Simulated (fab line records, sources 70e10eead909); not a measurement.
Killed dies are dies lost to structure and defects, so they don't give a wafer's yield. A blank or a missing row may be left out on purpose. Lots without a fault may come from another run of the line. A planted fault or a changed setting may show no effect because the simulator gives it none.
fab line records | flow nand_harc
record lots=15 wafers=45 last_day=34
route steps=1302 shown P_M0@282 P_M1@297
lots that met no fault: from a run of the same line without faults
start_h: hours from the record's first day to the start of the lot's first wafer shown | wait_h: hours since the lot's step before | " the same as in the row above | L1.1+2: a row that stands for several wafers | - no value, or no start given | * or withheld: withheld | < > ~ a bound
route shown NAME@n: a module of which the file shows steps, and the number in the route of the first | usual: mean/standard deviation of fault-free wafers | same: alike in all rows | chamber/n: place in a boat | sites: the reading at each site | _std_site: their standard deviation | _edge_site: outer sites' mean less inner sites' | radius_mm: how far each site lies from the wafer's centre | mask NAME#n: copy n | behind: the tool/chamber that last shaped the wafer | hold: why the lot was held/for how many hours/how that ended | device: the transistor (n, p or np) that didn't switch | end of line: the same wafers' tests at the end of the route | a step without rows: its recipe alone | killed: dies lost to structure and defects at the first sort, not the wafer's yield | map: a wafer's dies, x killed, . not, _ none there
set.NAME: the setting as run; set.NAME@STEP: as run at that earlier step | model.NAME: the simulator's own value behind a step, which no gauge read
steps of the route over a sample of lots; a table a step, a row a wafer
services: from which hour (start_h, from the record's first day; less than 0 if before it) a tool's chamber was out of use, for how many hours, and why
## steps
# step NHARC_P_M0_INSPECT_27
# usual raw_defect_count=300/130
# columns lot.wafer tool chamber start_h wait_h raw_defect_count
L518.2 defect_inspect-01 - 140.22 0.0 232
L518.3 " - " " 164
L518.4 " - " " 454
L519.2 defect_inspect-02 - 152.68 0.0 645
L519.3 " - " " 337
L519.6 " - " " 505
L517.4 defect_inspect-02 - 159.99 0.0 189
L517.5 " - " " 258
L517.6 " - " " 223
L521.1 defect_inspect-02 - 164.87 0.0 143
L521.4 " - " " 350
L521.6 " - " " 284
L523.4 defect_inspect-02 - 185.20 0.0 291
L523.5 " - " " 335
L523.6 " - " " 283
L524.3 defect_inspect-02 - 194.29 0.0 268
L524.4 " - " " 325
L524.6 " - " " 208
L526.2 defect_inspect-01 - 213.20 0.0 279
L526.5 " - " " 167
L526.6 " - " " 449
L528.3 defect_inspect-01 - 233.89 0.0 376
L528.5 " - " " 308
L528.6 " - " " 252
L527.1 defect_inspect-01 - 236.78 0.0 320
L527.2 " - " " 226
L527.5 " - " " 485
L536.1 defect_inspect-01 - 308.46 0.0 275
L536.2 " - " " 365
L536.5 " - " " 340
L535.2 defect_inspect-02 - 310.45 0.0 451
L535.3 " - " " 299
L535.5 " - " " 400
L537.3 defect_inspect-02 - 321.35 0.0 203
L537.4 " - " " 258
L537.6 " - " " 375
L538.4 defect_inspect-01 - 337.61 0.0 361
L538.5 " - " " 160
L538.6 " - " " 422
L539.3 defect_inspect-02 - 342.19 0.0 152
L539.4 " - " " 247
L539.6 " - " " 113
L540.1 defect_inspect-02 - 353.13 0.0 147
L540.4 " - " " 272
L540.6 " - " " 327
# step NHARC_P_M1_INSPECT_11
# usual raw_defect_count=4.8/2.6
# columns lot.wafer tool chamber start_h wait_h raw_defect_count
L518.2 defect_inspect-01 - 142.07 0.0 5
L518.3 " - " " 7
L518.4 " - " " 4
L519.2 defect_inspect-01 - 154.21 0.0 3
L519.3 " - " " 5
L519.6 " - " " 7
L517.4 defect_inspect-02 - 161.66 0.0 7
L517.5 " - " " 4
L517.6 " - " " 5
L521.1 defect_inspect-02 - 166.29 0.0 3
L521.4 " - " " 5
L521.6 " - " " 6
L523.4 defect_inspect-02 - 186.72 0.0 9
L523.5 " - " " 9
L523.6 " - " " 8
L524.3 defect_inspect-01 - 196.30 0.0 3
L524.4 " - " " 5
L524.6 " - " " 1
L526.2 defect_inspect-01 - 214.71 0.0 4
L526.5 " - " " 2
L526.6 " - " " 4
L528.3 defect_inspect-01 - 235.40 0.0 4
L528.5 " - " " 4
L528.6 " - " " 5
L527.1 defect_inspect-01 - 238.18 0.0 9
L527.2 " - " " 4
L527.5 " - " " 5
L536.1 defect_inspect-02 - 309.85 0.0 4
L536.2 " - " " 4
L536.5 " - " " 1
L535.2 defect_inspect-02 - 311.97 0.0 4
L535.3 " - " " 7
L535.5 " - " " 6
L537.3 defect_inspect-01 - 322.84 0.0 3
L537.4 " - " " 6
L537.6 " - " " 10
L538.4 defect_inspect-01 - 339.13 0.0 8
L538.5 " - " " 6
L538.6 " - " " 10
L539.3 defect_inspect-02 - 343.71 0.0 3
L539.4 " - " " 3
L539.6 " - " " 4
L540.1 defect_inspect-02 - 354.66 0.0 3
L540.4 " - " " 4
L540.6 " - " " 3
# step NHARC_P_M1_ETCH_28
# recipe target_depth_a=300 over_etch_frac=0.3 time_s=72.99 ion_energy_ev=150 cf4_flow_sccm=50 n2_flow_sccm=100 ar_flow_sccm=150 rf_w=300 bias_w=100 chemistry=CF4/N2
# usual drypump_motor_current_A=5.9/0.36 oes_product_au=1.002/0.0084 rf_vpp_V=313.9/2.1 showerhead_plenum_p_Torr=2.61/0.11 throttle_valve_pct=19.792/0.01
# same over_etch_frac=0.3
# columns lot.wafer tool chamber start_h wait_h drypump_motor_current_A oes_product_au rf_hours_counter_h rf_vpp_V showerhead_plenum_p_Torr throttle_valve_pct
L518.4 rie_diel-12 2 142.75 - 5.6 1.003 3 313.6 2.69 19.800
L518.3 " 3 " " 5.8 1.006 3 312.5 2.50 19.787
L518.2 " 0 " " 5.6 0.994 3 312.1 2.49 19.795
L519.2 rie_diel-12 1 154.88 - 5.4 1.001 4 316.2 2.75 19.778
L519.3 " 2 " " 5.5 1.010 4 314.5 2.69 19.790
L519.6 " 1 " " 5.4 1.002 - 317.5 2.75 19.807
L517.4 rie_diel-09 0 162.36 - 5.7 1.003 1 313.3 2.54 19.804
L517.6 " 2 " " 6.5 1.006 - 315.3 2.73 19.793
L517.5 " 3 " " 6.3 1.013 - 310.9 2.48 19.783
L521.1 rie_diel-09 3 166.97 - 6.3 1.002 2 310.6 2.48 19.800
L521.4 " 0 " " 5.7 0.992 2 312.9 2.54 19.796
L521.6 " 0 " " 5.7 1.003 - 313.8 2.54 19.794
L523.4 rie_diel-09 2 187.40 - 6.5 1.005 2 316.2 2.73 19.790
L523.6 " 1 " " 6.0 1.004 - 315.6 2.73 19.778
L523.5 " 2 " " 6.5 1.007 - 315.1 2.73 19.802
L524.3 rie_diel-09 0 196.98 - 5.7 0.991 4 313.3 2.54 19.799
L524.4 " 3 " " 6.3 0.993 4 312.3 2.47 19.787
L524.6 " 1 " " 6.0 1.005 - 314.8 2.73 19.784
L526.2 rie_diel-09 1 215.41 - 6.0 0.822 4 315.3 2.73 19.772
L526.5 " 3 " " 6.3 0.809 - 311.4 2.47 19.788
L526.6 " 0 " " 5.8 0.800 - 312.9 2.54 19.790
L528.3 rie_diel-09 0 236.13 - 5.8 0.799 7 313.5 2.54 19.794
L528.6 " 0 " " 5.8 0.822 - 313.3 2.54 19.786
L528.5 " 1 " " 6.0 0.822 - 316.3 2.73 19.786
L527.1 rie_diel-09 1 238.91 - 6.0 0.816 7 315.4 2.73 19.797
L527.2 " 2 " " 6.5 0.809 7 315.5 2.73 19.806
L527.5 " 1 " " 6.1 0.809 - 316.2 2.73 19.795
L536.2 rie_diel-12 3 310.53 - 5.8 0.994 1 312.2 2.50 19.787
L536.1 " 0 " " 5.5 1.005 1 311.1 2.49 19.798
L536.5 " 0 " " 5.5 0.999 - 311.4 2.49 19.777
L535.2 rie_diel-12 1 312.66 - 5.4 0.995 1 317.4 2.75 19.792
L535.3 " 2 " " 5.5 0.999 1 315.5 2.68 19.803
L535.5 " 1 " " 5.4 0.996 - 316.2 2.75 19.786
L537.4 rie_diel-12 1 323.77 - 5.4 0.998 2 316.9 2.75 19.791
L537.3 " 3 " " 5.8 0.992 2 312.1 2.50 19.803
L537.6 " 2 " " 5.5 0.997 - 315.9 2.68 19.812
L538.4 rie_diel-12 1 339.82 - 5.4 1.003 3 315.7 2.75 19.818
L538.5 " 3 " " 5.9 1.005 - 312.3 2.50 19.783
L538.6 " 0 " " 5.5 1.022 - 311.3 2.49 19.780
L539.3 rie_diel-09 3 344.48 - 6.3 1.005 1 311.9 2.47 19.802
L539.4 " 3 " " 6.3 1.005 - 311.1 2.47 19.796
L539.6 " 0 " " 5.7 0.997 - 314.2 2.54 19.774
L540.1 rie_diel-09 3 355.34 - 6.3 1.017 2 311.9 2.47 19.786
L540.4 " 1 " " 6.0 0.997 2 315.5 2.73 19.793
L540.6 " 3 " " 6.3 1.014 - 312.5 2.47 19.796
# step NHARC_P_M1_DEGAS_29
# recipe temp_c=250 time_s=60
# usual heater_power_w=332/32
# columns lot.wafer tool chamber start_h wait_h heater_power_w
L518.4 pvd_sputter-02 - 143.16 - 370
L518.2 " - " " 311
L518.3 " - " " 271
L519.3 pvd_sputter-01 - 155.30 - 297
L519.2 " - " " 387
L519.6 " - " " 344
L517.4 pvd_sputter-01 - 162.74 - 394
L517.5 " - " " 384
L517.6 " - " " 364
L521.1 pvd_sputter-01 - 167.38 - 345
L521.4 " - " " 302
L521.6 " - " " 398
L523.4 pvd_sputter-03 - 187.80 - 312
L523.5 " - " " 360
L523.6 " - " " 309
L524.4 pvd_sputter-02 - 197.39 - 331
L524.3 " - " " 274
L524.6 " - " " 303
L526.2 pvd_sputter-01 - 215.81 - 387
L526.6 " - " " 342
L526.5 " - " " 304
L528.3 pvd_sputter-01 - 236.55 - 337
L528.6 " - " " 296
L528.5 " - " " 385
L527.2 pvd_sputter-03 - 239.31 - 355
L527.1 " - " " 353
L527.5 " - " " 311
L536.1 pvd_sputter-02 - 310.93 - 361
L536.2 " - " " 308
L536.5 " - " " 312
L535.3 pvd_sputter-03 - 313.08 - 303
L535.2 " - " " 353
L535.5 " - " " 354
L537.4 pvd_sputter-01 - 324.17 - 338
L537.3 " - " " 341
L537.6 " - " " 329
L538.4 pvd_sputter-03 - 340.23 - 290
L538.5 " - " " 355
L538.6 " - " " 318
L539.4 pvd_sputter-02 - 344.90 - 267
L539.3 " - " " 366
L539.6 " - " " 306
L540.4 pvd_sputter-01 - 355.74 - 333
L540.1 " - " " 304
L540.6 " - " " 325
## services
# columns tool chamber start_h hours kind
rie_diel-09 0 122.17 - clean
rie_diel-09 1 122.17 - clean
rie_diel-09 2 122.17 - clean
rie_diel-09 3 122.17 - clean
rie_diel-09 - 143.17 9.0 pm
rie_diel-09 0 143.17 9.0 vent_cycle
rie_diel-09 1 143.17 9.0 vent_cycle
rie_diel-09 2 143.17 9.0 vent_cycle
rie_diel-09 3 143.17 9.0 vent_cycle
rie_diel-09 0 152.17 - clean
rie_diel-09 1 152.17 - clean
rie_diel-09 2 152.17 - clean
rie_diel-09 3 152.17 - clean
pvd_sputter-03 - 170.00 10.0 pm
pvd_sputter-01 - 226.00 10.0 pm
rie_diel-12 0 233.40 5.0 repair
rie_diel-09 1 251.16 3.1 repair
rie_diel-12 - 268.40 9.0 pm
pvd_sputter-01 - 269.80 2.5 repair
pvd_sputter-02 - 282.00 10.0 pm
rie_diel-09 2 306.85 2.8 repair
rie_diel-09 - 320.17 9.0 pm
rie_diel-09 2 339.67 7.1 repair
pvd_sputter-03 - 348.08 10.0 pm
## key
first_sign step=NHARC_P_M1_ETCH_28 reading=oes_product_au direction=down sigmas=23 usual=1.002 struck=0.812
effect none on later readings
met_at NHARC_P_M1_ETCH_28
struck_lots L526,L527,L528
later_rows_left_out L526.5
sort_left_out L526.2,L526.5,L526.6,L527.1,L527.2,L527.5,L528.3,L528.5,L528.6
not_acting_at NHARC_P_M0_INSPECT_27,NHARC_P_M1_INSPECT_11,NHARC_P_M1_DEGAS_29
onset_between 196.98 215.41
fault kind=process_parameter_drift tool=rie_diel-09 chamber=- onset_h=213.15 steps=NHARC_P_M1_ETCH_28 channel=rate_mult offset=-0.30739 shape=step end_h=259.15
# sort_left_out: the simulated sort isn't trusted on such a fault, so these wafers' sort isn't shown, and their yield isn't known
# later_rows_left_out: the simulator's readings of these wafers behind a module that went badly wrong aren't trusted and aren't shown, but for the sort
